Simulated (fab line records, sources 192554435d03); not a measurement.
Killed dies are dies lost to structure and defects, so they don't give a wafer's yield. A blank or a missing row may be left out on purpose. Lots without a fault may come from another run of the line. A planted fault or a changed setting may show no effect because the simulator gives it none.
fab line records | flow n5_finfet
record lots=7 wafers=21
route steps=1938 shown BEOL_M7@1308 BEOL_M9@1407 BEOL_M10@1512 BEOL_M11@1554
start_h: hours from the record's first day to the start of the lot's first wafer shown | wait_h: hours since the lot's step before | " the same as in the row above | L1.1+2: a row that stands for several wafers | - no value, or no start given | * or withheld: withheld | < > ~ a bound
route shown NAME@n: a module of which the file shows steps, and the number in the route of the first | usual: mean/standard deviation of fault-free wafers | same: alike in all rows | chamber/n: place in a boat | sites: the reading at each site | _std_site: their standard deviation | _edge_site: outer sites' mean less inner sites' | radius_mm: how far each site lies from the wafer's centre | mask NAME#n: copy n | behind: the tool/chamber that last shaped the wafer | hold: why the lot was held/for how many hours/how that ended | device: the transistor (n, p or np) that didn't switch | end of line: the same wafers' tests at the end of the route | a step without rows: its recipe alone | killed: dies lost to structure and defects at the first sort, not the wafer's yield | map: a wafer's dies, x killed, . not, _ none there
set.NAME: the setting as run; set.NAME@STEP: as run at that earlier step | model.NAME: the simulator's own value behind a step, which no gauge read
lots whose settings were changed on purpose; a table a step, a row a wafer
## steps
# step N5_BEOL_M7_TRENCH_ETCH_37
# recipe chemistry=C4F6/O2 target_depth_a=934.78 target=SiCOH_lowk time_s=31.2 ion_energy_ev=250 pressure_mtorr=30 source_w=345 bias_w=185 Ar_flow_sccm=300 C4F6_flow_sccm=10 O2_flow_sccm=10
# columns lot.wafer tool chamber start_h wait_h set.time_s model.BEOL_M7.feature_depth_nm model.etch.depth_nm
L075.1 rie_diel-06 0 - - 31.2 92.2 92.14
L075.3 " 2 " " 35.14 103.6 103.6
L075.4 " 3 " " 35.14 103.6 103.7
L077.2 rie_diel-06 2 - - 31.2 93 93.07
L077.3 " 3 " " 31.2 92 92.01
L077.4 " 0 " " 31.2 92.8 92.81
L078.2 rie_diel-06 1 - - 37.87 115.8 115.9
L078.4 " 0 " " 31.2 92.6 92.52
L078.5 " 0 " " 31.2 91.8 91.75
L081.3 rie_diel-06 2 - - 34.04 101.2 101.1
L081.4 " 3 " " 31.2 91.2 91.16
L081.6 " 3 " " 34.04 100.8 100.8
L079.3 rie_diel-05 0 - - 26.77 79.4 79.43
L079.4 " 3 " " 26.77 82.6 82.58
L079.6 " 1 " " 31.2 91.6 91.67
L082.2 rie_diel-01 0 - - 34.8 104.2 104.2
L082.4 " 1 " " 34.8 105 104.9
L082.5 " 2 " " 34.8 103.6 103.6
L088.3 rie_diel-05 3 - - 28.04 86.2 86.27
L088.5 " 3 " " 31.2 95.6 95.67
L088.6 " 2 " " 31.2 92.4 92.44
# step N5_BEOL_M7_ETCH_41
# recipe chemistry=CH3F/O2 target=SiCN target_depth_a=319 taper_deg=2 time_s=57.8 ion_energy_ev=120 mask_material=TiN pressure_mtorr=30 source_w=395 bias_w=75 Ar_flow_sccm=150 CH3F_flow_sccm=30 O2_flow_sccm=20
# usual rf_vpp_V=297.1/1.9
# columns lot.wafer tool chamber start_h wait_h set.source_w rf_vpp_V
L075.1 rie_diel-06 0 - - 415.9 294.1
L075.3 " 2 " " 395 296.4
L075.4 " 3 " " 395 301.1
L077.2 rie_diel-06 2 - - 395 296.2
L077.3 " 3 " " 395 299.3
L077.4 " 0 " " 395 298.9
L078.2 rie_diel-06 1 - - 395 293.2
L078.4 " 0 " " 395 298.8
L078.5 " 0 " " 395 298.9
L081.3 rie_diel-06 2 - - 361.5 305.3
L081.4 " 3 " " 361.5 307.4
L081.6 " 3 " " 395 299.1
L079.3 rie_diel-05 0 - - 395 298.2
L079.4 " 3 " " 395 298.0
L079.6 " 1 " " 415.9 291.7
L082.2 rie_diel-01 0 - - 395 295.7
L082.4 " 1 " " 395 297.6
L082.5 " 2 " " 462.9 282.6
L088.3 rie_diel-05 3 - - 324.3 315.0
L088.5 " 3 " " 324.3 315.6
L088.6 " 2 " " 395 298.1
# step N5_BEOL_M7_STRIP_80
# recipe chemistry=N2/H2 time_s=10 power_w=450 temp_c=40 pressure_mtorr=20 rf_frequency_hz=6e+07 bias_power_w=7 n2_flow_sccm=200 h2_flow_sccm=200
# step N5_BEOL_M7_OCD_MEAS_38
# usual trench_depth_nm=93.0/1.8
# columns lot.wafer tool chamber start_h wait_h set.time_s@BEOL_M7_TRENCH_ETCH_37 trench_depth_nm
L075.1 ocd-01 - 210.26 - 31.2 92.1
L075.3 " - " " 35.14 102.8
L075.4 " - " " 35.14 103.6
L077.2 ocd-01 - 255.51 - 31.2 92.6
L077.3 " - " " 31.2 92.4
L077.4 " - " " 31.2 92.5
L078.2 ocd-02 - 258.92 - 37.87 116.0
L078.4 " - " " 31.2 92.3
L078.5 " - " " 31.2 91.9
L081.3 ocd-02 - 275.00 - 34.04 101.4
L081.4 " - " " 31.2 91.0
L081.6 " - " " 34.04 100.8
L079.3 ocd-02 - 285.72 - 26.77 79.6
L079.4 " - " " 26.77 83.0
L079.6 " - " " 31.2 92.0
L082.2 ocd-01 - 288.18 - 34.8 104.4
L082.4 " - " " 34.8 105.3
L082.5 " - " " 34.8 104.3
L088.3 ocd-01 - 312.24 - 28.04 86.8
L088.5 " - " " 31.2 96.0
L088.6 " - " " 31.2 92.6
# step N5_BEOL_M7_HM_STRIP_39
# recipe chemistry=peroxide_tin_strip material=TiN target_depth_a=250 temp_c=50 time_s=158
# step N5_BEOL_M7_SRD_40
# recipe time_s=30 temp_c=23 rinse_liquid=diw dry=ipa_marangoni
# step N5_BEOL_M7_ECD_50
# recipe material=Cu target_thk_a=3000
# step N5_BEOL_M7_ANNEAL_51
# recipe temp_c=225 time_s=90 ambient=N2
# step N5_BEOL_M7_CMP_52
# recipe stop_on=SiCOH_lowk t_overpolish_s=6.9 down_force_psi=1 platen_rpm=50 clearing_platen_down_force_psi=1.5 clearing_platen_rpm=50 post_cmp_clean=cu_alkaline target_thk_nm=80 clearing_platen_pad_velocity_m_s=0.99484 pad_velocity_m_s=0.99484
# columns lot.wafer tool chamber start_h wait_h set.time_s@BEOL_M7_TRENCH_ETCH_37 model.Cu_of_BEOL_M7_ECD_50.thk_nm
L075.4 cmp-04 3 212.41 0.2 35.14 89.8
L075.1 " 0 " " 31.2 79.4
L075.3 " 1 " " 35.14 90.8
L077.4 cmp-01 1 258.90 0.1 31.2 80.8
L077.2 " 2 " " 31.2 78.8
L077.3 " 3 " " 31.2 77.2
L078.4 cmp-01 1 261.82 0.1 31.2 80
L078.2 " 3 " " 37.87 101.4
L078.5 " 2 " " 31.2 77.8
L081.3 cmp-03 2 277.46 0.2 34.04 87.6
L081.4 " 3 " " 31.2 77.6
L081.6 " 3 " " 34.04 87
L079.4 cmp-01 3 289.29 0.2 26.77 68.8
L079.3 " 1 " " 26.77 69.2
L079.6 " 3 " " 31.2 78.2
L082.4 cmp-01 2 290.23 0.1 34.8 92.2
L082.2 " 3 " " 34.8 90.6
L082.5 " 3 " " 34.8 90.4
L088.3 cmp-01 1 314.34 0.3 28.04 75.8
L088.5 " 3 " " 31.2 81.4
L088.6 " 0 " " 31.2 80.6
# step N5_BEOL_M7_PRE_CLEAN_55
# recipe gas=NH3 time_s=15 temp_c=withheld rf_power_w=300
# step N5_BEOL_M7_DEP_56
# recipe material=SiCN target_thk_a=100 temp_c=withheld precursor=3MS/NH3 pressure_torr=3 rf_w=202 time_s=17.5
# step N5_BEOL_M7_RS_MEAS_57
# recipe thk_meas_gauge=four-point-probe reads=Cu_of_BEOL_M7_ECD_50+Co_of_BEOL_M7_CVD_78+TaN_of_BEOL_M7_ALD_77
# usual M7_RS=0.288/0.0088
# columns lot.wafer tool chamber start_h wait_h set.time_s@BEOL_M7_TRENCH_ETCH_37 M7_RS[ohm/sq]
L075.1 film_metro-02 - 212.80 0.1 31.2 0.289
L075.3 " - " " 35.14 0.247
L075.4 " - " " 35.14 0.250
L077.2 film_metro-01 - 259.33 0.1 31.2 0.291
L077.3 " - " " 31.2 0.298
L077.4 " - " " 31.2 0.283
L078.2 film_metro-01 - 262.25 0.1 37.87 0.218
L078.4 " - " " 31.2 0.286
L078.5 " - " " 31.2 0.296
L081.3 film_metro-02 - 277.88 0.1 34.04 0.258
L081.4 " - " " 31.2 0.296
L081.6 " - " " 34.04 0.259
L079.3 film_metro-01 - 289.71 0.1 26.77 0.340
L079.4 " - " " 26.77 0.342
L079.6 " - " " 31.2 0.294
L082.2 film_metro-02 - 290.66 0.1 34.8 0.247
L082.4 " - " " 34.8 0.242
L082.5 " - " " 34.8 0.247
L088.3 film_metro-02 - 314.69 0.1 28.04 0.305
L088.5 " - " " 31.2 0.280
L088.6 " - " " 31.2 0.283
# step N5_BEOL_M9_COAT_60
# recipe resist=SiARC temp_c=220 time_s=60 spin_rpm=1500 resist_thk_nm=30
# columns lot.wafer tool chamber start_h wait_h set.spin_rpm model.SiARC_of_BEOL_M9_COAT_60.thk_nm
L075.1+3 litho_track-05 0 - - 1418 30.8
L075.4 " 0 " " 1500 30
L077.2+3+4 litho_track-05 0 - - 1500 30
L078.2 litho_track-01 0 - - 1500 30.2
L078.4 " 0 " " 1371 31.4
L078.5 " 0 " " 1371 31.6
L081.3+4+6 litho_track-05 0 - - 1500 30
L079.3+4 litho_track-01 0 - - 1500 30
L079.6 " 0 " " 1649 28.6
L082.2+4+5 litho_track-05 0 - - 1500 30
L088.3+6 litho_track-05 0 - - 1500 30
L088.5 " 0 " " 1372 31.4
# step N5_BEOL_M9_COAT_05
# recipe resist=CAR-ArF spin_rpm=1500 resist_thk_nm=90
# columns lot.wafer tool chamber start_h wait_h set.spin_rpm model.CAR-ArF_of_BEOL_M9_COAT_05.thk_nm
L075.1+3+4 litho_track-05 0 - - 1500 89.8
L077.2+3+4 litho_track-05 0 - - 1500 90.2
L078.2 litho_track-01 0 - - 1425 92
L078.4 " 0 " " 1500 90
L078.5 " 0 " " 1425 92.2
L081.3+6 litho_track-05 0 - - 1446 91.6
L081.4 " 0 " " 1446 91.8
L079.3+6 litho_track-01 0 - - 1552 88.8
L079.4 " 0 " " 1500 90.4
L082.2 litho_track-05 0 - - 1409 93.2
L082.4 " 0 " " 1500 90.2
L082.5 " 0 " " 1409 93
L088.3 litho_track-05 0 - - 1500 90
L088.5 " 0 " " 1500 90.4
L088.6 " 0 " " 1447 91.8
# step N5_BEOL_M9_EBR_07
# recipe solvent=PGMEA ebr_width_mm=1.5
# step N5_BEOL_M9_SOFTBAKE_06
# recipe temp_c=110 time_s=60 resist=CAR-ArF
# step N5_BEOL_M9_DESCUM_16
# recipe chemistry=O2 time_s=7.9 source_power_w=50 bias_power_w=20 pressure_mtorr=20 rf_frequency_hz=2.712e+07 temp_c=40 resist=CAR-ArF o2_flow_sccm=225
# columns lot.wafer tool chamber start_h wait_h set.spin_rpm@BEOL_M9_COAT_05 model.CAR-ArF_of_BEOL_M9_COAT_05.thk_nm
L075.1 rie_diel-01 3 220.70 0.6 1500 83
L075.3+4 " 0,2 " " 1500 83.2
L077.2+3 rie_diel-01 3,2 272.28 0.0 1500 83.6
L077.4 " 1 " " 1500 83.8
L078.2+5 rie_diel-01 1,0 272.57 0.2 1425 85.6
L078.4 " 2 " " 1500 83.2
L081.3 rie_diel-01 3 294.60 0.3 1446 85
L081.4+6 " 2,1 " " 1446 85.2
L079.3 rie_diel-06 3 303.78 0.0 1552 82.4
L079.4 " 1 " " 1500 83.8
L079.6 " 2 " " 1552 82.2
L082.2 rie_diel-01 1 303.88 0.0 1409 86.6
L082.4 " 3 " " 1500 83.4
L082.5 " 2 " " 1409 86.4
L088.3 rie_diel-01 3 326.46 0.3 1500 83.2
L088.5 " 3 " " 1500 83.8
L088.6 " 0 " " 1447 85
# step N5_BEOL_M9_ETCH_61
# recipe chemistry=CF4 target=SiARC target_depth_a=390 mask_material=CAR-ArF time_s=65 ion_energy_ev=80 pressure_mtorr=40 source_w=545 bias_w=36 Ar_flow_sccm=100 cf4_flow_sccm=100 ends=cleared
# columns lot.wafer tool chamber start_h wait_h set.spin_rpm@BEOL_M9_COAT_60 set.spin_rpm@BEOL_M9_COAT_05 model.CAR-ArF_of_BEOL_M9_COAT_05.thk_nm model.etch.depth_nm
L075.1 rie_diel-01 3 220.73 0.0 1418 1500 54.4 30.78
L075.3 " 0 " " 1418 1500 54.4 30.88
L075.4 " 2 " " 1500 1500 55.2 29.99
L077.2 rie_diel-01 3 272.31 0.0 1500 1500 55.6 30
L077.3 " 2 " " 1500 1500 55.6 30.07
L077.4 " 1 " " 1500 1500 55.8 29.92
L078.2 rie_diel-01 1 272.60 0.0 1500 1425 57.6 30.14
L078.4 " 2 " " 1371 1500 54 31.49
L078.5 " 0 " " 1371 1425 56.2 31.57
L081.3 rie_diel-01 3 294.63 0.0 1500 1446 57 30.05
L081.4 " 2 " " 1500 1446 57.2 29.98
L081.6 " 1 " " 1500 1446 57.4 29.92
L079.3 rie_diel-06 3 303.81 0.0 1500 1552 54.4 30.08
L079.4 " 1 " " 1500 1500 55.8 30.08
L079.6 " 2 " " 1649 1552 55.6 28.69
L082.2 rie_diel-01 1 303.91 0.0 1500 1409 58.6 30.07
L082.4 " 3 " " 1500 1500 55.6 30
L082.5 " 2 " " 1500 1409 58.4 29.97
L088.3 rie_diel-01 3 326.50 0.0 1500 1500 55.4 30.02
L088.5 " 3 " " 1372 1500 54.6 31.33
L088.6 " 0 " " 1500 1447 57.2 29.97
# step N5_BEOL_M9_ETCH_62
# recipe chemistry=N2/H2 target=SOC target_depth_a=1100 overetch_a=220 mask_material=SiARC temp_c=40 time_s=165 ion_energy_ev=200 pressure_mtorr=30 source_w=840 bias_w=150 n2_flow_sccm=200 h2_flow_sccm=200
# columns lot.wafer tool chamber start_h wait_h set.spin_rpm@BEOL_M9_COAT_60 model.SiARC_of_BEOL_M9_COAT_60.thk_nm
L075.1 rie_diel-01 3 220.78 0.0 1418 24.2
L075.3 " 0 " " 1418 24.4
L075.4 " 2 " " 1500 23.6
L077.2+3 rie_diel-01 3,2 272.36 0.0 1500 23.6
L077.4 " 1 " " 1500 23.4
L078.2 rie_diel-01 1 272.65 0.0 1500 23.6
L078.4+5 " 2,0 " " 1371 25
L081.3+4 rie_diel-01 3,2 294.68 0.0 1500 23.6
L081.6 " 1 " " 1500 23.4
L079.3 rie_diel-06 3 303.86 0.0 1500 24
L079.4 " 1 " " 1500 23.8
L079.6 " 2 " " 1649 22.6
L082.2+4+5 rie_diel-01 1,3,2 303.96 0.0 1500 23.4
L088.3+6 rie_diel-01 3,0 326.55 0.0 1500 23.6
L088.5 " 3 " " 1372 24.8
# step N5_BEOL_M9_EXPOSE_25
# recipe mask_id=V8 na=0.33 source_shape=annular sigma_inner=0.4 sigma_outer=0.8 polarization=unpolarized dose_mj=37.25
# columns lot.wafer tool chamber start_h wait_h mask set.dose_mj
L075.1+3+4 euv_scanner-01 0 223.34 - V8#0 37.25
L078.2+4 euv_scanner-01 0 274.28 - V8#0 37.25
L078.5 " 0 " " V8#0 35.75
L077.2+3+4 euv_scanner-02 0 274.47 - V8#0 37.25
L081.3 euv_scanner-02 0 297.12 - V8#0 37.25
L081.4+6 " 0 " " V8#0 36.01
L079.3+4+6 euv_scanner-02 0 305.76 - V8#0 37.25
L082.2+4 euv_scanner-01 0 305.92 - V8#0 37.25
L082.5 " 0 " " V8#0 40.04
L088.3+5 euv_scanner-01 0 330.09 - V8#0 37.25
L088.6 " 0 " " V8#0 37.96
# step N5_BEOL_M9_PEB_26
# recipe peb_temp_c=100 peb_time_s=60 resist=CAR-EUV
# step N5_BEOL_M9_DEVELOP_27
# recipe develop_time_s=30 developer=TMAH resist=CAR-EUV rinse_liquid=surfactant_rinse dry=air_spin dev_temp_c=23
# step N5_BEOL_M9_CD_MEAS_28
# recipe target_cd_nm=70 landing_energy_ev=500 detector=se_inlens polarity=opening
# usual cd_nm=69.83/0.27
# columns lot.wafer tool chamber start_h wait_h set.dose_mj@BEOL_M9_EXPOSE_25 cd_nm
L075.1 cd_sem-01 0 223.47 - 37.25 69.85
L075.3 " 0 " " 37.25 69.77
L075.4 " 0 " " 37.25 70.02
L078.2 cd_sem-03 0 274.41 - 37.25 69.61
L078.4 " 0 " " 37.25 69.49
L078.5 " 0 " " 35.75 68.70
L077.2 cd_sem-02 0 274.60 - 37.25 69.46
L077.3 " 0 " " 37.25 69.94
L077.4 " 0 " " 37.25 69.60
L081.3 cd_sem-02 0 297.24 - 37.25 69.66
L081.4 " 0 " " 36.01 69.06
L081.6 " 0 " " 36.01 68.74
L079.3 cd_sem-03 0 305.88 - 37.25 69.92
L079.4 " 0 " " 37.25 69.61
L079.6 " 0 " " 37.25 69.94
L082.2 cd_sem-01 0 306.05 - 37.25 69.88
L082.4 " 0 " " 37.25 70.20
L082.5 " 0 " " 40.04 71.56
L088.3 cd_sem-02 0 330.21 - 37.25 69.63
L088.5 " 0 " " 37.25 69.48
L088.6 " 0 " " 37.96 70.24
# step N5_BEOL_M10_TRENCH_ETCH_37
# recipe chemistry=C4F6/O2 target_depth_a=1488.3 target=SiCOH_lowk time_s=48 ion_energy_ev=250 pressure_mtorr=30 source_w=345 bias_w=185 Ar_flow_sccm=300 C4F6_flow_sccm=10 O2_flow_sccm=10
# usual rf_vpp_V=662/15
# columns lot.wafer tool chamber start_h wait_h set.bias_w rf_vpp_V model.BEOL_M10.feature_depth_nm model.etch.depth_nm
L075.1 rie_diel-04 1 - - 185 664 152.8 152.8
L075.3 " 0 " " 185 645 146.2 146.2
L075.4 " 3 " " 185 695 148 148
L078.2 rie_diel-03 2 - - 185 667 152.2 152.1
L078.4 " 0 " " 162.4 609 145 145
L078.5 " 1 " " 162.4 593 143.8 143.9
L077.2 rie_diel-02 3 - - 185 656 146.2 146.2
L077.3 " 2 " " 185 656 147 147.1
L077.4 " 0 " " 185 646 147 147
L081.3 rie_diel-02 2 - - 185 654 148.4 148.4
L081.4 " 1 " " 185 669 150.2 150.2
L081.6 " 1 " " 185 670 150.4 150.3
L079.3 rie_diel-02 1 - - 166.3 615 144.2 144.2
L079.4 " 3 " " 185 655 148.4 148.3
L079.6 " 2 " " 166.3 600 142.2 142.2
L082.2 rie_diel-02 2 - - 185 655 148.4 148.4
L082.4 " 1 " " 214.2 751 157 157.1
L082.5 " 1 " " 214.2 750 157.6 157.6
L088.3 rie_diel-02 2 - - 185 654 148.6 148.5
L088.5 " 1 " " 163.9 606 145.2 145.3
L088.6 " 0 " " 185 647 149.2 149.3
# step N5_BEOL_M10_ETCH_41
# recipe chemistry=CH3F/O2 target=SiCN target_depth_a=426 taper_deg=2 time_s=86 ion_energy_ev=120 mask_material=TiN pressure_mtorr=30 source_w=395 bias_w=75 Ar_flow_sccm=150 CH3F_flow_sccm=30 O2_flow_sccm=20
# usual rf_vpp_V=297.5/1.6
# columns lot.wafer tool chamber start_h wait_h set.source_w rf_vpp_V model.etch.depth_nm
L075.1 rie_diel-04 1 - - 395 295.4 33.52
L075.3 " 0 " " 428.3 290.6 33.01
L075.4 " 3 " " 395 298.2 31.99
L078.2 rie_diel-03 2 - - 419.3 289.2 33.85
L078.4 " 0 " " 395 299.0 32.77
L078.5 " 1 " " 419.3 290.2 33.45
L077.2 rie_diel-02 3 - - 395 298.2 32.33
L077.3 " 2 " " 395 298.9 32.41
L077.4 " 0 " " 395 296.3 32.67
L081.3 rie_diel-02 2 - - 395 299.4 32.21
L081.4 " 1 " " 445.5 285.2 34.52
L081.6 " 1 " " 395 296.8 32.83
L079.3 rie_diel-02 1 - - 395 296.0 33.04
L079.4 " 3 " " 422.1 290.9 33.62
L079.6 " 2 " " 422.1 291.5 33.49
L082.2 rie_diel-02 2 - - 337.7 315.1 30.8
L082.4 " 1 " " 395 297.1 33.14
L082.5 " 1 " " 395 296.4 32.94
L088.3 rie_diel-02 2 - - 395 297.6 32.5
L088.5 " 1 " " 395 295.9 33.26
L088.6 " 0 " " 446.8 285.4 34.32
# step N5_BEOL_M10_STRIP_77
# recipe chemistry=N2/H2 time_s=10 power_w=450 temp_c=40 pressure_mtorr=20 rf_frequency_hz=6e+07 bias_power_w=7 n2_flow_sccm=200 h2_flow_sccm=200
# step N5_BEOL_M10_OCD_MEAS_38
# usual trench_depth_nm=149.3/2.4
# columns lot.wafer tool chamber start_h wait_h set.bias_w@BEOL_M10_TRENCH_ETCH_37 trench_depth_nm
L075.1 ocd-02 - 234.91 - 185 152.5
L075.3 " - " " 185 146.1
L075.4 " - " " 185 148.0
L078.2 ocd-01 - 284.78 - 185 151.9
L078.4 " - " " 162.4 145.1
L078.5 " - " " 162.4 143.9
L077.2 ocd-02 - 287.47 - 185 145.9
L077.3 " - " " 185 146.4
L077.4 " - " " 185 147.0
L081.3 ocd-02 - 303.48 - 185 148.1
L081.4 " - " " 185 150.3
L081.6 " - " " 185 150.4
L079.3 ocd-02 - 313.68 - 166.3 144.0
L079.4 " - " " 185 147.8
L079.6 " - " " 166.3 142.5
L082.2 ocd-01 - 314.14 - 185 149.0
L082.4 " - " " 214.2 157.0
L082.5 " - " " 214.2 157.0
L088.3 ocd-01 - 339.37 - 185 148.1
L088.5 " - " " 163.9 144.9
L088.6 " - " " 185 149.6
# step N5_BEOL_M11_ETCH_62
# recipe chemistry=N2/H2 target=SOC target_depth_a=1100 overetch_a=220 mask_material=SiARC temp_c=40 time_s=165 ion_energy_ev=200 pressure_mtorr=30 source_w=840 bias_w=150 n2_flow_sccm=200 h2_flow_sccm=200
# columns lot.wafer tool chamber start_h wait_h set.time_s model.SiARC_of_BEOL_M11_COAT_60.thk_nm
L075.1 rie_diel-05 3 242.37 0.0 165 23
L075.3 " 0 " " 165 23.8
L075.4 " 1 " " 198.2 22
L078.2 rie_diel-05 0 294.18 0.0 165 24
L078.4 " 0 " " 165 23.8
L078.5 " 3 " " 185.8 22.2
L077.2 rie_diel-06 3 295.04 0.0 165 24.2
L077.3 " 1 " " 165 23.8
L077.4 " 2 " " 165 24
L081.3+6 rie_diel-01 0 309.45 0.0 165 23.4
L081.4 " 2 " " 131 24.8
L079.3 rie_diel-06 2 318.57 0.0 165 23.6
L079.4 " 0 " " 165 23.4
L079.6 " 3 " " 165 23.8
L082.2 rie_diel-05 2 321.90 0.0 187 23
L082.4 " 3 " " 187 22
L082.5 " 1 " " 165 23.6
L088.3 rie_diel-01 0 344.01 0.0 165 23.6
L088.5+6 " 1,0 " " 165 23.4
## key
split step=N5_BEOL_M7_TRENCH_ETCH_37 setting=time_s stated=31.2 by=wafer
response step=N5_BEOL_M7_TRENCH_ETCH_37 reading=model.BEOL_M7.feature_depth_nm change=+0.964 per=1% r=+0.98
response step=N5_BEOL_M7_TRENCH_ETCH_37 reading=model.etch.depth_nm change=+0.969 per=1% r=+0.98
response step=N5_BEOL_M7_OCD_MEAS_38 reading=trench_depth_nm change=+0.967 per=1% r=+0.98
response step=N5_BEOL_M7_CMP_52 reading=model.Cu_of_BEOL_M7_ECD_50.thk_nm change=+0.887 per=1% r=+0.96
response step=N5_BEOL_M7_RS_MEAS_57 reading=M7_RS change=-0.00331 per=1% r=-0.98
split step=N5_BEOL_M7_ETCH_41 setting=source_w stated=395 by=wafer
response step=N5_BEOL_M7_ETCH_41 reading=rf_vpp_V change=-0.898 per=1% r=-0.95
split step=N5_BEOL_M9_COAT_60 setting=spin_rpm stated=1500 by=wafer
response step=N5_BEOL_M9_COAT_60 reading=model.SiARC_of_BEOL_M9_COAT_60.thk_nm change=-0.15 per=1% r=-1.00
response step=N5_BEOL_M9_ETCH_61 reading=model.etch.depth_nm change=-0.151 per=1% r=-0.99
response step=N5_BEOL_M9_ETCH_62 reading=model.SiARC_of_BEOL_M9_COAT_60.thk_nm change=-0.142 per=1% r=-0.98
response step=N5_BEOL_M9_ETCH_61 reading=model.CAR-ArF_of_BEOL_M9_COAT_05.thk_nm slope=+0.132 per=1% together_with=spin_rpm@BEOL_M9_COAT_05 explained=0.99
split step=N5_BEOL_M9_COAT_05 setting=spin_rpm stated=1500 by=wafer
response step=N5_BEOL_M9_COAT_05 reading=model.CAR-ArF_of_BEOL_M9_COAT_05.thk_nm change=-0.455 per=1% r=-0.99
response step=N5_BEOL_M9_DESCUM_16 reading=model.CAR-ArF_of_BEOL_M9_COAT_05.thk_nm change=-0.479 per=1% r=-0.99
response step=N5_BEOL_M9_ETCH_61 reading=model.CAR-ArF_of_BEOL_M9_COAT_05.thk_nm change=-0.494 per=1% r=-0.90
split step=N5_BEOL_M9_EXPOSE_25 setting=dose_mj stated=37.25 by=wafer
response step=N5_BEOL_M9_CD_MEAS_28 reading=cd_nm change=+0.214 per=1% r=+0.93
split step=N5_BEOL_M10_TRENCH_ETCH_37 setting=bias_w stated=185 by=wafer
response step=N5_BEOL_M10_TRENCH_ETCH_37 reading=rf_vpp_V change=+5.24 per=1% r=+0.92
response step=N5_BEOL_M10_TRENCH_ETCH_37 reading=model.BEOL_M10.feature_depth_nm change=+0.524 per=1% r=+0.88
response step=N5_BEOL_M10_TRENCH_ETCH_37 reading=model.etch.depth_nm change=+0.521 per=1% r=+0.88
response step=N5_BEOL_M10_OCD_MEAS_38 reading=trench_depth_nm change=+0.486 per=1% r=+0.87
split step=N5_BEOL_M10_ETCH_41 setting=source_w stated=395 by=wafer
response step=N5_BEOL_M10_ETCH_41 reading=rf_vpp_V change=-1.03 per=1% r=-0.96
response step=N5_BEOL_M10_ETCH_41 reading=model.etch.depth_nm change=+0.125 per=1% r=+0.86
split step=N5_BEOL_M11_ETCH_62 setting=time_s stated=165 by=wafer
response step=N5_BEOL_M11_ETCH_62 reading=model.SiARC_of_BEOL_M11_COAT_60.thk_nm change=-0.0798 per=1% r=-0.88
